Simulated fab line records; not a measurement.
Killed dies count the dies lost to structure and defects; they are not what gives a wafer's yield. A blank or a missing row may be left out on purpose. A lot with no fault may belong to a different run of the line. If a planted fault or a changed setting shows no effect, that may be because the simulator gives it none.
Code-filled problem report in 8D (eight disciplines) form | flow nand harc | the parts of the form that need people (team, actions taken, sign-off) are left out

== 1. THE ISSUE ==
Mean of thk nm at NHARC_P_BONDPAD_THK_MEAS_33: 183.9 nm across 2 wafers in 2 lots; on wafers with no fault it is 200.1 nm (standard deviation 1.4). That puts it -12 standard deviations away from the usual mean.
The step: measures by ellipsometry.
The first sign was on wafer L524.2 at day 12 13:52, on film metro-02. The record has a number at this step for 33 wafers belonging to 11 lots. By rule, "out" or "out of limits" means more than 4 standard deviations away from the usual mean. All remaining wafers that have a number are taken as sound.

== 2. WHAT IT IS; WHAT IT IS NOT ==
question                    | is                           | is not
which readings at this step | thk nm                       | -
which lots                  | L523, L524                   | L510, L511, L513, L514, L527, L528, L530, L532, L533
which wafers of those lots  | L523.5, L524.2               | L523.1, L523.6, L524.3, L524.6
read on which gauges        | film metro-01, film metro-02 | -
when                        | from day 12 13:52            | up to then (14 sound wafers); but 17 sound wafers of L523, L527, L528, L530, L532, L533 came after

== 3. WHAT RULES OUT EACH SUSPECT ==
Counting: if a tool at a process step up to the reading ran every lot that is out, it stays a suspect. Sound lots after the first of them don't rule it out here, since some wafers of a struck lot are sound.
- the gauge at NHARC_P_BONDPAD_THK_MEAS_33: ruled out. The wafers that are out were read on 2 gauges (film metro-01, film metro-02).
- rtp anneal-01 at NHARC_P_M2_ANNEAL_31 (time 90 s): kept. Every lot that is out went through it, the first being L524 (day 12 11:53); the last sound lot it ran before that was L511 (day 6 22:32).
- pecvd-01 at NHARC_P_BONDPAD_DEP_00 (deposits SiCN, target thk 250 nm): kept. It ran every lot that is out, first L524 (day 12 13:14).
Remaining after the count are rtp anneal-01 at NHARC_P_M2_ANNEAL_31 and pecvd-01 at NHARC_P_BONDPAD_DEP_00.

== 4. THE CAUSE (what the simulator had put in) ==
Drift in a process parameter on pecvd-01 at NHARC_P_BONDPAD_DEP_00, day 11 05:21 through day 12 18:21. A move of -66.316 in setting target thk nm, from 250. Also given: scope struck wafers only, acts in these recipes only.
Of the 2 suspects that counting leaves, this tool is one.

== 5. THE CHAIN OF EFFECTS, in route order ==
Rows list readings where the struck wafers' mean (over those with a number) sits beyond 3 standard deviations from the usual. Scope: only readings with a usual standard deviation given in the record; hours: median across lots of the time from each lot's start at the first step in this table that gives one to its start at this step; sigmas: change in usual standard deviations.
hours | step                        | reading | usual    | on struck wafers | change | sigmas
0     | NHARC_P_BONDPAD_THK_MEAS_33 | thk nm  | 200.1 nm | 183.9            | -16.2  | -12

== 6. WHAT WOULD HAVE CAUGHT IT SOONER ==
Counted from the fault's start at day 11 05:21, it took 33 hours until the first out-of-limits reading at a measuring or inspecting step in this record, taken at day 12 13:52.
Of the tool readings at NHARC_P_BONDPAD_DEP_00 for which the record gives a usual standard deviation, none was out on any struck wafer, so an alarm limit of 4 standard deviations on them would not have fired.
L523, from the lots that are out (2), started NHARC_P_BONDPAD_DEP_00 on pecvd-01 later than day 12 13:52. It would have been spared by a hold on the tool at that moment.
